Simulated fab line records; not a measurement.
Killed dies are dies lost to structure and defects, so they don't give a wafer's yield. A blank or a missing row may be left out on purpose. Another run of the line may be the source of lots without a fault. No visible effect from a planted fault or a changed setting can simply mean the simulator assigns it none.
fab line records    flow n5_finfet
[record] lots = 5  wafers = 15  last_day = 18
route steps=1938 shown BEOL_M0_SAQP@646 BEOL_M0_CUTY@710 BEOL_M4@1111 PASSIVATION@1936
lots with no fault: from the same line, run without faults
start_h: start of the lot's first displayed wafer, in hours after the record's first day    wait_h: how many hours have passed since the lot's step before this one    " repeats the value in the row above    L1.1+2: a row that stands for several wafers    - no value, or no start was given    * or withheld: withheld    < > ~ a bound
route shown NAME@n: a module of which the file shows steps, and the number in the route of the first    usual: mean/standard deviation of fault-free wafers    same: alike in all rows    chamber/n: place in a boat    sites: the reading at each site    _std_site: how widely they spread, as a standard deviation    _edge_site: the outer-site mean with the inner-site mean subtracted    radius_mm: how far each site lies from the wafer's centre    mask NAME#n: copy n    behind: the most recent tool/chamber to have shaped the wafer    hold: reason for holding the lot/hours on hold/outcome of the hold    device: names the non-switching transistor (n, p or np)    end of line: the same wafers' tests at the end of the route    a step given without rows: its recipe and nothing more    killed: the dies lost at the first sort to structure and to defects; this is not the yield of the wafer    map: a wafer's dies, marking killed ones x, the rest . and places with no die _
set.NAME: the setting as run; set.NAME@STEP: as run at that earlier step    model.NAME: the simulator's own value behind a step, which no gauge read
lots at selected steps of the route; one table per step, one row per wafer
services: from which hour (start_h, from the record's first day; less than 0 if before it) a tool's chamber was out of use, for how many hours, and why
[[steps]]
[step N5_BEOL_M0_SAQP_EXPOSE_11]
[recipe] mask_id = M0_CORE  na = 1.35  source_shape = dipole  sigma_inner = 0.538  sigma_outer = 0.738  polarization = te  target_cd_nm = 42  dose_mj = 55
[step N5_BEOL_M0_SAQP_PEB_12]
[recipe] peb_temp_c = withheld  peb_time_s = 60  resist = CAR-ArF
[step N5_BEOL_M0_SAQP_DEVELOP_13]
[recipe] develop_time_s = 30  developer = TMAH  resist = CAR-ArF  dev_temp_c = 23  rinse_liquid = diw  dry = air_spin
[step N5_BEOL_M0_SAQP_DESCUM_19]
[recipe] chemistry = O2  time_s = 7.9  source_power_w = 50  bias_power_w = 20  pressure_mtorr = 20  rf_frequency_hz = 2.712e+07  temp_c = 40  resist = CAR-ArF  o2_flow_sccm = 225
[step N5_BEOL_M0_SAQP_ETCH_83]
[recipe] chemistry = CF4  target = SiARC  target_depth_a = 390  mask_material = CAR-ArF  time_s = 65  ion_energy_ev = 80  pressure_mtorr = 40  source_w = 545  bias_w = 36  Ar_flow_sccm = 100  cf4_flow_sccm = 100  ends = cleared
[step N5_BEOL_M0_SAQP_ETCH_84]
[recipe] chemistry = N2/H2  target = SOC  target_depth_a = 1000  overetch_a = 200  mask_material = SiARC  temp_c = 40  time_s = 150  ion_energy_ev = 200  pressure_mtorr = 30  source_w = 840  bias_w = 150  n2_flow_sccm = 200  h2_flow_sccm = 200
[step N5_BEOL_M0_SAQP_STRIP_80]
[recipe] chemistry = N2/H2  temp_c = 40  n2_flow_sccm = 200  h2_flow_sccm = 200  rf_frequency_hz = 6e+07
[step N5_BEOL_M0_SAQP_HM_OPEN_112]
[recipe] chemistry = CHF3/O2  target = SiO2  stop_on = a-Si  target_depth_a = 120  over_etch_frac = 1.25  mask_material = SOC  time_s = 13.5  pressure_mtorr = 30  source_w = 650  bias_w = 170  Ar_flow_sccm = 200  CHF3_flow_sccm = 50  O2_flow_sccm = 5  ion_energy_ev = 200  ends = end_point
[step N5_BEOL_M0_SAQP_STRIP_113]
[recipe] chemistry = CHF3/O2  resist = SiARC  rf_frequency_hz = 6e+07
[step N5_BEOL_M0_SAQP_MANDREL_ETCH_20]
[recipe] target_depth_a = 600  chemistry = HBr/Cl2  target = a-Si  stop_on = SiNx  bt_time_s = 10  mask_material = SOC  over_etch_frac = 0.5  time_s = 30  pressure_mtorr = 10  icp_w = 800  bias_w = 75  HBr_flow_sccm = 150  Cl2_flow_sccm = 80  ends = end_point
[usual] drypump_motor_current_A = 5.6/0.57  he_backside_leak_sccm = 2.64/0.23  oes_product_au = 0.781/0.012  throttle_valve_pct = 35.4/0.46
lot.wafer  tool       chamber  start_h  wait_h  drypump_motor_current_A  he_backside_leak_sccm  oes_product_au  rf_hours_counter_h  throttle_valve_pct
L735.1     rie_si-05  1        150.65   0.0     5.3                      2.93                   0.766           191                 35.5
L735.3     "          3        "        "       5.9                      2.31                   0.784           1                   34.6
L735.6     "          0        "        "       4.9                      2.62                   0.807           -                   35.8
L736.1     rie_si-05  2        159.93   0.0     5.7                      2.74                   0.763           86                  35.7
L736.2     "          3        "        "       5.8                      2.49                   0.794           1                   34.7
L736.3     "          0        "        "       4.9                      2.63                   0.780           39                  35.8
L737.3     rie_si-05  1        162.98   0.0     5.3                      3.09                   0.773           191                 35.6
L737.4     "          0        "        "       4.9                      2.72                   0.778           39                  35.9
L737.5     "          2        "        "       5.8                      2.57                   0.772           -                   35.7
L739.2     rie_si-05  2        177.15   0.0     5.8                      2.61                   0.751           86                  35.7
L739.4     "          0        "        "       4.9                      2.87                   0.797           -                   35.8
L739.6     "          2        "        "       5.8                      2.61                   0.765           -                   35.7
L750.1     rie_si-02  0        241.19   0.0     6.5                      2.88                   0.770           92                  35.1
L750.2     "          1        "        "       5.7                      2.55                   0.761           149                 35.4
L750.4     "          2        "        "       6.0                      2.26                   0.801           94                  36.2
[step N5_BEOL_M0_SAQP_STRIP_86]
[recipe] chemistry = N2/H2  power_w = 500  temp_c = 40  pressure_mtorr = 50  rf_frequency_hz = 6e+07  overash_fraction = 0.3  bias_power_w = 28  h2_frac = 0.5  n2_flow_sccm = 300  h2_flow_sccm = 300
[step N5_BEOL_M0_SAQP_STRIP_115]
[recipe] chemistry = post_etch_residue_remover  time_s = 60  temp_c = 25  remover_ph = withheld  remover_water_wt_pct = withheld  remover_fluoride_wt_pct = withheld
[step N5_BEOL_M0_SAQP_SRD_93]
[recipe] dry = ipa_marangoni  time_s = 30  temp_c = 23  rinse_liquid = diw
[step N5_BEOL_M0_SAQP_RECESS_114]
[recipe] chemistry = HF/NH3  target = SiO2  target_depth_a = 144  afs_cycles = 3  temp_c = 30  sublimation_temp_c = 180  sublimation_time_s = 60
[step N5_BEOL_M0_SAQP_SPACER1_ALD_98]
[recipe] material = SiO2  target_thk_a = 128  temp_c = 300  ald_precursor_family = BDEAS  ald_co_reactant = O2-plasma  pulse_time_s = 1  purge_time_s = 2  co_reactant_purge_time_s = 2  ald_cycles = 138  pressure_torr = 2
[step N5_BEOL_M0_SAQP_SPACER1_ETCHBACK_99]
[recipe] chemistry = CHF3/O2  mode = anisotropic_etchback  target = SiO2  target_depth_a = 154  time_s = 7.7  pressure_mtorr = 30  source_w = 650  bias_w = 170  Ar_flow_sccm = 200  CHF3_flow_sccm = 50  O2_flow_sccm = 5  ion_energy_ev = 200
[step N5_BEOL_M0_SAQP_MANDREL1_REMOVE_100]
[recipe] chemistry = HBr/Cl2/O2  bt_time_s = 10  target = a-Si  stop_on = SiNx  endpoint = OES-SiCl  over_etch_frac = 0.85  icp_w = 600  bias_w = 30  HBr_flow_sccm = 150  Cl2_flow_sccm = 80  O2_flow_sccm = 5  pressure_mtorr = 10
[step N5_BEOL_M0_SAQP_ETCH_101]
[recipe] chemistry = CH3F/O2  target = SiNx  mask_material = SiO2  target_depth_a = 299  time_s = 42.7  pressure_mtorr = 30  source_w = 395  bias_w = 73  Ar_flow_sccm = 150  CH3F_flow_sccm = 30  O2_flow_sccm = 20  ion_energy_ev = 120
[step N5_BEOL_M0_SAQP_ETCH_102]
[recipe] chemistry = CF4  target = SiO2  target_depth_a = 40  ion_energy_ev = 350  time_s = 4.4  pressure_mtorr = 10  icp_w = 800  bias_w = 400  cf4_flow_sccm = 80
[step N5_BEOL_M0_SAQP_MANDREL_ETCH_103]
[recipe] chemistry = HBr/Cl2  target = a-Si  target_depth_a = 450  bt_time_s = 10  stop_on = SiCN  mask_material = SiO2  over_etch_frac = 0.8  time_s = 27  pressure_mtorr = 10  icp_w = 800  bias_w = 75  HBr_flow_sccm = 150  Cl2_flow_sccm = 80  ends = end_point
[step N5_BEOL_M0_SAQP_RECESS_104]
[recipe] chemistry = HF/NH3  target = SiO2  target_depth_a = 180  afs_cycles = 3  temp_c = 30  sublimation_temp_c = 180  sublimation_time_s = 60
[step N5_BEOL_M0_SAQP_COAT_105]
[recipe] resist = SOC  temp_c = 250  time_s = 60  spin_rpm = 1500  resist_thk_nm = 100
[step N5_BEOL_M0_SAQP_ETCH_106]
[recipe] chemistry = N2/H2  target = SOC  target_depth_a = 1500  stop_on = SiNx  ion_energy_ev = 100  bias_w = 61  pressure_mtorr = 30  source_w = 850  n2_flow_sccm = 200  h2_flow_sccm = 200
[step N5_BEOL_M0_SAQP_ETCH_107]
[recipe] chemistry = CH3F/O2  target = SiNx  target_depth_a = 300  mask_material = SOC  pressure_mtorr = 30  source_w = 395  bias_w = 73  Ar_flow_sccm = 150  CH3F_flow_sccm = 30  O2_flow_sccm = 20  ion_energy_ev = 120
[step N5_BEOL_M0_SAQP_STRIP_108]
[recipe] chemistry = N2/H2  power_w = 500  temp_c = 40  pressure_mtorr = 50  rf_frequency_hz = 6e+07  overash_fraction = 0.3  bias_power_w = 28  h2_frac = 0.5  n2_flow_sccm = 300  h2_flow_sccm = 300
[step N5_BEOL_M0_SAQP_RECESS_109]
[recipe] chemistry = HF/NH3  target = SiO2  target_depth_a = 30  afs_cycles = 1  temp_c = 30  sublimation_temp_c = 180  sublimation_time_s = 60
[step N5_BEOL_M0_SAQP_SPACER2_ALD_26]
[recipe] material = SiO2  target_thk_a = 150  temp_c = 300  ald_precursor_family = BDEAS  ald_co_reactant = O2-plasma  pulse_time_s = 1  purge_time_s = 2  co_reactant_purge_time_s = 2  pressure_torr = 2
[step N5_BEOL_M0_SAQP_SPACER2_ETCHBACK_27]
[recipe] chemistry = CHF3/O2  mode = anisotropic_etchback  target = SiO2  target_depth_a = 225  time_s = 11.25  pressure_mtorr = 30  source_w = 650  bias_w = 170  Ar_flow_sccm = 200  CHF3_flow_sccm = 50  O2_flow_sccm = 5  ion_energy_ev = 200
[step N5_BEOL_M0_SAQP_MANDREL2_REMOVE_110]
[recipe] chemistry = HBr/Cl2/O2  bt_time_s = 10  target = a-Si  stop_on = SiCN  endpoint = OES-SiCl  over_etch_frac = 1  icp_w = 600  bias_w = 30  HBr_flow_sccm = 150  Cl2_flow_sccm = 80  O2_flow_sccm = 5  pressure_mtorr = 10
[step N5_BEOL_M0_SAQP_COAT_69]
[recipe] resist = SOC  temp_c = 250  time_s = 60  spin_rpm = 1500  resist_thk_nm = 90
[step N5_BEOL_M0_SAQP_COAT_72]
[recipe] resist = SiARC  temp_c = 220  time_s = 60  spin_rpm = 1500  resist_thk_nm = 15
[step N5_BEOL_M0_SAQP_COAT_87]
[recipe] resist = underlayer  temp_c = 205  time_s = 60  spin_rpm = 1500  resist_thk_nm = 5
[step N5_BEOL_M0_SAQP_COAT_34]
[recipe] resist = CAR-EUV  spin_rpm = 1500  resist_thk_nm = 30
[step N5_BEOL_M0_SAQP_EBR_36]
[recipe] solvent = PGMEA  ebr_width_mm = 1.5
[step N5_BEOL_M0_SAQP_SOFTBAKE_35]
[recipe] temp_c = 110  time_s = 60  resist = CAR-EUV
[step N5_BEOL_M0_SAQP_EXPOSE_37]
[recipe] mask_id = M0_CUT1  na = 0.33  source_shape = annular  sigma_inner = 0.35  sigma_outer = 0.8  polarization = unpolarized  target_cd_nm = 30  dose_mj = 44.75
[step N5_BEOL_M0_SAQP_PEB_38]
[recipe] peb_temp_c = 100  peb_time_s = 60  resist = CAR-EUV
[step N5_BEOL_M0_SAQP_INSPECT_42]
[recipe] mode = adi  inspect_instrument = brightfield
[usual] raw_defect_count = 299/83
lot.wafer  tool               chamber  start_h  wait_h  raw_defect_count
L735.1     defect_inspect-01  -        154.22   0.1     250
L735.3     "                  -        "        "       200
L735.6     "                  -        "        "       222
L736.1     defect_inspect-01  -        163.57   0.1     1516
L736.2     "                  -        "        "       275
L736.3     "                  -        "        "       220
L737.3     defect_inspect-02  -        166.48   0.0     361
L737.4     "                  -        "        "       321
L737.5     "                  -        "        "       1506
L739.2     defect_inspect-01  -        181.36   0.0     1438
L739.4     "                  -        "        "       258
L739.6     "                  -        "        "       1437
L750.1     defect_inspect-02  -        246.89   0.1     343
L750.2     "                  -        "        "       243
L750.4     "                  -        "        "       441
[step N5_BEOL_M0_CUTY_INSPECT_59]
[recipe] mode = adi  inspect_instrument = macro
[usual] raw_defect_count = 2.0/1.5
lot.wafer  tool               chamber  start_h  wait_h  raw_defect_count
L735.1     defect_inspect-01  -        155.96   0.0     2
L735.3     "                  -        "        "       0
L735.6     "                  -        "        "       2
L736.1     defect_inspect-01  -        165.21   0.0     >300
L736.2     "                  -        "        "       1
L736.3     "                  -        "        "       0
L737.3     defect_inspect-02  -        168.07   0.0     3
L737.4     "                  -        "        "       2
L737.5     "                  -        "        "       >300
L739.2     defect_inspect-02  -        184.88   0.0     >300
L739.4     "                  -        "        "       0
L739.6     "                  -        "        "       >300
L750.1     defect_inspect-01  -        248.48   0.0     1
L750.2     "                  -        "        "       2
L750.4     "                  -        "        "       3
[step N5_BEOL_M4_RC_MEAS_101]
[usual] DIBL_N = 35.8/1.8  DIBL_P = 35.9/2.2  IOFF_N = 0.16/0.035  IOFF_P = 0.21/0.04  ION_N = 672/11  ION_P = 461/7.4  SS_N = 71.4/0.64  SS_P = 73.2/0.67  VT_N = 250/3.5  VT_P = -251/3.4
lot.wafer  tool       chamber  start_h  wait_h  DIBL_N[mV/V]  DIBL_P[mV/V]  IOFF_N[nA/um]  IOFF_P[nA/um]  ION_N[uA/um]  ION_P[uA/um]  SS_N[mV/dec]  SS_P[mV/dec]  VT_N[mV]  VT_P[mV]
L735.1     prober-01  0        209.06   0.0     39.2          39.8          0.21           0.28           683           471           72.4          74.1          247       -248
L735.3     "          0        "        "       35.0          34.5          0.13           0.18           677           461           71.0          72.1          253       -249
L735.6     "          0        "        "       35.9          35.9          0.14           0.21           664           465           72.0          72.6          251       -253
L736.1     prober-02  0        213.59   0.0     34.0          34.4          0.12           0.18           655           458           70.8          72.5          252       -252
L736.2     "          0        "        "       38.7          39.8          0.22           0.25           696           468           71.7          74.9          243       -252
L736.3     "          0        "        "       36.7          37.7          0.16           0.23           674           463           71.6          74.4          250       -251
L737.3     prober-01  0        218.83   0.3     39.5          39.7          0.23           0.26           674           458           73.1          74.3          246       -246
L737.4     "          0        "        "       37.6          38.1          0.19           0.24           679           464           71.7          74.0          248       -248
L737.5     "          0        "        "       37.3          38.0          0.19           0.25           679           461           72.2          74.4          247       -246
L739.2     prober-02  0        238.92   0.2     34.1          34.0          0.13           0.16           673           455           71.6          72.8          253       -257
L739.4     "          0        "        "       36.2          34.3          0.15           0.18           663           449           71.9          73.0          252       -252
L739.6     "          0        "        "       35.1          35.3          0.13           0.18           667           455           71.2          73.0          252       -251
L750.1     prober-02  0        308.84   0.0     37.2          35.6          0.16           0.21           680           468           71.4          72.7          250       -251
L750.2     "          0        "        "       34.5          31.9          0.12           0.17           660           462           71.7          72.6          254       -253
L750.4     "          0        "        "       35.4          33.2          0.13           0.18           665           455           71.1          73.0          253       -253
[step N5_PASSIVATION_PROBE_49]
[usual] defect_limited_yield = 91.0/1.5  killed_at_M0_to_M3 = 34/9.1  killed_at_M4_up = 14/5.7  killed_at_contacts = 13/5.7  killed_at_front_end = 42/12  killed_at_other = 4/3.4  killed_dies = 106/17  killed_on_rim = 14/4.3  killed_open = 70/13  killed_short = 34/7.5  sort_bin_5_function = 5.2/0.94  sort_bin_6_memory = 3.4/0.69  sort_n_pass = 1074/17  sort_yield_pct = 91.0/1.5
[same] gross_dies = 1180  killed_at_back_side = 0  sort_bin_4_leakage[%] = 0  sort_bin_8_speed[%] = 0
lot.wafer  tool       chamber  start_h  wait_h  defect_limited_yield[%]  killed_at_M0_to_M3  killed_at_M4_up  killed_at_contacts  killed_at_front_end  killed_at_other  killed_dies  killed_on_rim  killed_open  killed_short  sort_bin_5_function[%]  sort_bin_6_memory[%]  sort_n_pass  sort_yield_pct[%]
L736.1     prober-02  -        314.37   0.0     79.9                     184                 16               7                   29                   1                237          27             55           31            11.5                    4.7                   943          79.9
L735.1     prober-01  -        320.35   0.0     89.7                     40                  4                18                  53                   6                121          10             97           23            6.2                     3.7                   1059         89.7
L735.3     prober-01  -        320.45   0.1     91.7                     37                  13               13                  30                   5                98           7              65           32            4.7                     3.1                   1082         91.7
L735.6     prober-01  -        320.60   0.3     93.4                     22                  10               8                   34                   4                78           9              58           20            3.7                     2.7                   1102         93.4
L737.3     prober-02  -        325.87   0.1     91.2                     26                  17               15                  44                   2                104          16             78           26            5.3                     3.2                   1076         91.2
L737.4     prober-02  -        325.92   0.2     88.3                     40                  9                5                   81                   3                138          16             101          35            5.9                     5.3                   1042         88.3
L737.5     prober-02  -        325.97   0.2     79.4                     164                 8                15                  56                   0                243          24             74           30            11.6                    4.7                   937          79.4
L739.2     prober-01  -        333.86   0.1     81.1                     169                 7                12                  29                   6                223          22             46           28            11.0                    3.5                   957          81.1
L739.6     prober-01  -        334.06   0.3     80.5                     165                 5                17                  32                   11               230          26             53           38            10.7                    4.2                   950          80.5
L750.4     prober-01  -        422.68   0.2     91.6                     39                  10               13                  32                   5                99           12             59           37            5.3                     2.9                   1081         91.6
// killed by level:class
L736.1 BEOL_M0_SAQP:unspecified=148 BEOL_M0_SAQP:geometric_particle:short=9 BEOL_M1:geometric_particle:open=6 FIN_SAQP:geometric_particle:open=6 MOL_CONTACT_COAG:geometric_particle:open=6 BEOL_M3:geometric_particle:open=6 GATE_CUT:geometric_particle:open=5 BEOL_M4:geometric_particle:open=5
L735.1 STI_FIN_REVEAL:geometric_particle:open=20 MOL_CONTACT_COAG:geometric_particle:open=18 FIN_SAQP:geometric_particle:open=13 BEOL_M0_SAQP:geometric_particle:open=11 BEOL_M3:geometric_particle:open=10 BEOL_M0_SAQP:geometric_particle:short=6 BEOL_M0:geometric_particle:open=5 STARTING-WAFER:geometric_particle:open=5
L735.3 MOL_CONTACT_COAG:geometric_particle:open=12 BEOL_M2:geometric_particle:open=8 BEOL_M0_SAQP:geometric_particle:short=7 FIN_SAQP:geometric_particle:short=6 FIN_SAQP:geometric_particle:open=6 BEOL_M4:geometric_particle:open=6 BEOL_M3:geometric_particle:open=6 GATE_CUT:geometric_particle:short=5
L735.6 FIN_SAQP:geometric_particle:open=13 BEOL_M1:geometric_particle:open=6 DUMMY_GATE:geometric_particle:open=5 MOL_CONTACT_COAG:geometric_particle:open=5 BEOL_M0_SAQP:geometric_particle:short=5 BEOL_M4:geometric_particle:open=5 FIN_SAQP:geometric_particle:short=3 STI_FIN_REVEAL:geometric_particle:open=3
L737.3 STI_FIN_REVEAL:geometric_particle:open=22 BEOL_M3:geometric_particle:open=12 MOL_CONTACT_COAG:geometric_particle:open=10 BEOL_M4:geometric_particle:open=7 BEOL_M0_SAQP:geometric_particle:open=6 STI_FIN_REVEAL:geometric_particle:short=5 MOL_CONTACT_COAG:geometric_particle:short=5 FIN_SAQP:geometric_particle:short=4
L737.4 STI_FIN_REVEAL:geometric_particle:open=24 FIN_SAQP:geometric_particle:open=19 BEOL_M3:geometric_particle:open=19 FIN_SAQP:geometric_particle:short=10 STI_FIN_REVEAL:geometric_particle:short=6 BEOL_M0_SAQP:geometric_particle:open=5 DUMMY_GATE:geometric_particle:open=4 ILD0:geometric_particle:short=4
L737.5 BEOL_M0_SAQP:unspecified=139 STI_FIN_REVEAL:geometric_particle:open=18 MOL_CONTACT_COAG:geometric_particle:open=13 FIN_SAQP:geometric_particle:open=11 BEOL_M3:geometric_particle:open=9 FIN_SAQP:geometric_particle:short=6 STARTING-WAFER:geometric_particle:short=6 BEOL_M4:geometric_particle:open=5
L739.2 BEOL_M0_SAQP:unspecified=148 MOL_CONTACT_COAG:geometric_particle:open=10 FIN_SAQP:geometric_particle:open=9 FIN_SAQP:geometric_particle:short=8 BEOL_M1:geometric_particle:open=8 BEOL_M0_SAQP:geometric_particle:short=5 GATE_CUT:geometric_particle:short=4 BEOL_M0_SAQP:geometric_particle:open=4
L739.6 BEOL_M0_SAQP:unspecified=139 MOL_CONTACT_COAG:geometric_particle:open=12 FIN_SAQP:geometric_particle:open=10 BEOL_M0_SAQP:geometric_particle:short=10 BEOL_M0_SAQP:geometric_particle:open=10 FIN_SAQP:geometric_particle:short=7 MOL_CONTACT_COAG:geometric_particle:short=5 DUMMY_GATE:geometric_particle:open=4
L750.4 MOL_CONTACT_COAG:geometric_particle:open=10 BEOL_M2:geometric_particle:open=10 GATE_CUT:geometric_particle:short=9 BEOL_M0_SAQP:geometric_particle:short=7 BEOL_M0_SAQP:geometric_particle:open=6 BEOL_M1:geometric_particle:open=6 BEOL_M2:geometric_particle:short=5 FIN_SAQP:geometric_particle:open=4
// map L736.1 (x killed, . not)
_________________x...........________________
______________........x.....x..._____________
___________........................__________
__________.........................._________
________.................x........x..._______
_______..........x...x..x..............______
______......x.......x..x.............x.._____
_____.x......x........x......x...........____
____xxx.x..........x......................___
___x.xxxx.xx...................x.......x..x__
___xxxxxxxx...x...........x.......x....x...__
__xxxxxxxxxx..x.........x.x...............x._
__xxxxxxxxxxxxxx........x.......x........x.._
_xxxxxxxxxxxxxxxx...................x........
_xxxxxxxxxxxxxxx..........................x..
_xxxxxxxxxxxxxxx.......x.....................
_xxxxxxxxxxxxxxx...x.....x...................
_xxxxxxxxxxxxxx.x...x............x...........
_x.xxxxxxxxxxx.....x....x....................
_xxxxxxxxxxx.x.....x.........x...............
_....xxxxxxx...........x.....................
__...xx..xx.........x...................x..._
__............x.x.................x..x......_
___....x........x........x.....x.........x.__
___..................x....x..........x.....__
____..x...................x......x.......x___
_____.........x.......x...........x....x.____
______x.....x...x......................._____
_______...............x..x.......x.....______
________..x....x.........xxx...x..x..._______
__________.............x..........x._________
___________........................__________
______________.............x...x_____________
_________________x...........________________
// map L737.5 (x killed, . not)
_________________...x........________________
______________....x.........x..._____________
___________.x......................__________
__________....x...............x....._________
________.......x.................x...._______
_______..........x...x.................______
______................x.....x.x.x......._____
_____.....x....x..x.................x....____
____.x.........x..........xx.....x........___
___x..xxxxx............x........x..........__
___.xxxxxxxx.x.............x....x..........__
__xxxxxxxxxxxx.x....x.......x.x............._
__xxxxxxxxxxxx...............x.............._
_xxxxxxxxxxxxxx.............x........x.......
_xxxxxxxxxxxxxx..xx.....x..x.........x.......
_xxxxxxxxxxxxxx.x........x...................
_xxxxxxxxxxxxx.......................x.......
_xxxxxxxxxxxxxx.xx........................x..
_xxxxxxxxxxxx.x............xxx.......x.x.....
_xxxxxxxxxxxx...............x........x.x.....
_x.xx..x..xxx.........x....................x.
__..x...x.................x......x.....x..x._
__....x..x.........x..x..............x.x..x._
___......x.x.............x........x.x....x.__
___.........x....x...........x....x........__
____........x..xxxx..x.............x.x....___
_____....................................____
______........x....x............x.x...x._____
_______.........x......................______
________........x....................._______
__________..x........x.............._________
___________x........x..x........x..__________
______________......x..x......x._____________
_________________...x........________________
[[services]]
tool       chamber  start_h  hours  kind
rie_si-05  2        136.95   15.4   repair
rie_si-02  -        168.02   2.8    pm
rie_si-05  1        170.99   -      clean
rie_si-05  1        170.99   25.5   scheduled_down
rie_si-05  1        170.99   25.5   vent_cycle
rie_si-05  -        181.69   0.4    repair
rie_si-02  2        228.50   2.7    repair
[[key]]
[first_sign] step = N5_BEOL_M0_SAQP_INSPECT_42  reading = raw_defect_count  direction = up  sigmas = 14  usual = 299  struck = 1474
[effect] step = N5_BEOL_M0_CUTY_INSPECT_59  reading = raw_defect_count  direction = up  sigmas = 99+  usual = 2.0  struck = >300
[effect] step = N5_PASSIVATION_PROBE_49  reading = killed_at_M0_to_M3  direction = up  sigmas = 15  usual = 34  struck = 170
[more_kills_born_at] N5_BEOL_M0_SAQP_MANDREL_ETCH_20@rie_si-05 = 574
met_at N5_BEOL_M0_SAQP_MANDREL_ETCH_20
struck_wafers L736.1,L737.5,L739.2,L739.6
[fault] kind = chamber_particle_source  tool = rie_si-05  chamber = 2  onset_h = 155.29  steps = N5_BEOL_M0_SAQP_MANDREL_ETCH_20  rate_per_visit_cm2 = 1.9304  end_h = 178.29
